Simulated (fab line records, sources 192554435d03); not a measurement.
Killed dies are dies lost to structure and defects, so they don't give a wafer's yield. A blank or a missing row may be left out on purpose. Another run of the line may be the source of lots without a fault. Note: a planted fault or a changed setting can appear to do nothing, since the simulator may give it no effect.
One fault through the eyes of 2 desks -- flow n5_finfet -- every desk sees just its own numbers, and what lay behind them comes last

## METROLOGY DESK
What the gauges read for every lot (on any tool): the sampled wafers with a number, averaged. A lot is out of limits, marked OUT, if its mean lies more than 4 standard deviations from the usual mean; the brackets give that distance. It has 13 readings, of which 7 appear: the earliest out of limits, and the ones furthest out on some lot.
Columns: A = M4_OVL at N5_BEOL_M4_OVL_MEAS_12, usual 0.0 nm; B = IOFF_N at N5_BEOL_M4_RC_MEAS_101, usual 0.17 nA/um; C = IOFF_P at N5_BEOL_M4_RC_MEAS_101, usual 0.22 nA/um; D = ION_N at N5_BEOL_M4_RC_MEAS_101, usual 680 uA/um; E = SS_P at N5_BEOL_M4_RC_MEAS_101, usual 73.6 mV/dec; F = VT_N at N5_BEOL_M4_RC_MEAS_101, usual 248.9 mV; G = VT_P at N5_BEOL_M4_RC_MEAS_101, usual -251 mV
lot,first seen here,A,B,C,D,E,F,G
L351,day 8 11:37,-0.5,0.16,0.20,681,73.4,248.5,-253
L352,day 8 19:25,-0.1,0.18,0.25,686,73.6,247.5,-247
L348,day 9 01:43,0.4,0.19,0.23,687,73.4,247.8,-249
L354,day 9 09:22,-0.2,0.17,0.20,676,73.7,250.7,-253
L356,day 9 15:38,-0.2,0.14,0.17,664,73.3,253.4,-257
L362,day 11 21:37,14.6 (+25) OUT,0.15,0.17,674,72.8,249.7,-256
L363,day 12 03:07,14.8 (+25) OUT,0.20,0.23,684,73.9,247.0,-250
L361,day 12 06:56,-0.3,0.17,0.23,678,73.9,249.2,-250
L367,day 13 03:23,-0.1,0.22,0.26,694,74.4,244.6,-248
L370,day 13 22:21,0.1,0.18,0.23,674,74.1,249.3,-248
This desk finds L362, L363 out of limits, with the earliest case on L362 at day 11 23:23 (M4_OVL at N5_BEOL_M4_OVL_MEAS_12). In limits: L351, L352, L348, L354, L356, L361, L367, L370.

## DESK OF THE TOOL OWNER: euv_scanner-01
The tool's own readings at N5_BEOL_M4_EXPOSE_08 (exposes mask M4): means of the sampled wafers that have a number, for each lot that ran on this tool. A lot is out of limits, marked OUT, if its mean lies more than 4 standard deviations from the usual mean; the brackets give that distance.
Columns: A = exposure_dose_mJ_cm2 at N5_BEOL_M4_EXPOSE_08, usual 41.5; B = reticle_temp_C at N5_BEOL_M4_EXPOSE_08, usual 22.98 C
lot,first seen here,A,B
L351,day 8 13:05,41.2,23.08
L348,day 9 04:46,41.2,22.95
L356,day 9 18:56,41.2,22.93
L362,day 11 23:14,41.2,23.02
L363,day 12 04:41,41.3,22.94
This desk found nothing out of limits on any of the 5 lots.

## TAKEN TOGETHER
An alarm was possible from the metrology desk at day 11 23:23, on L362, L363.
The desk of the tool owner found nothing out of limits.
The tool owner's desk has L362, L363 on record, within its limits.
N5_BEOL_M4_EXPOSE_08 was run on euv_scanner-01 by each of the lots named.

## WHAT THE SIMULATOR HAD INSERTED
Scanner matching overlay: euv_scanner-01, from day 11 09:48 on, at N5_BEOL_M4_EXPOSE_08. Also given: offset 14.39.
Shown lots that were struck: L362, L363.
Delay in hours, fault start to first out-of-limits reading, per desk: metrology desk 14.
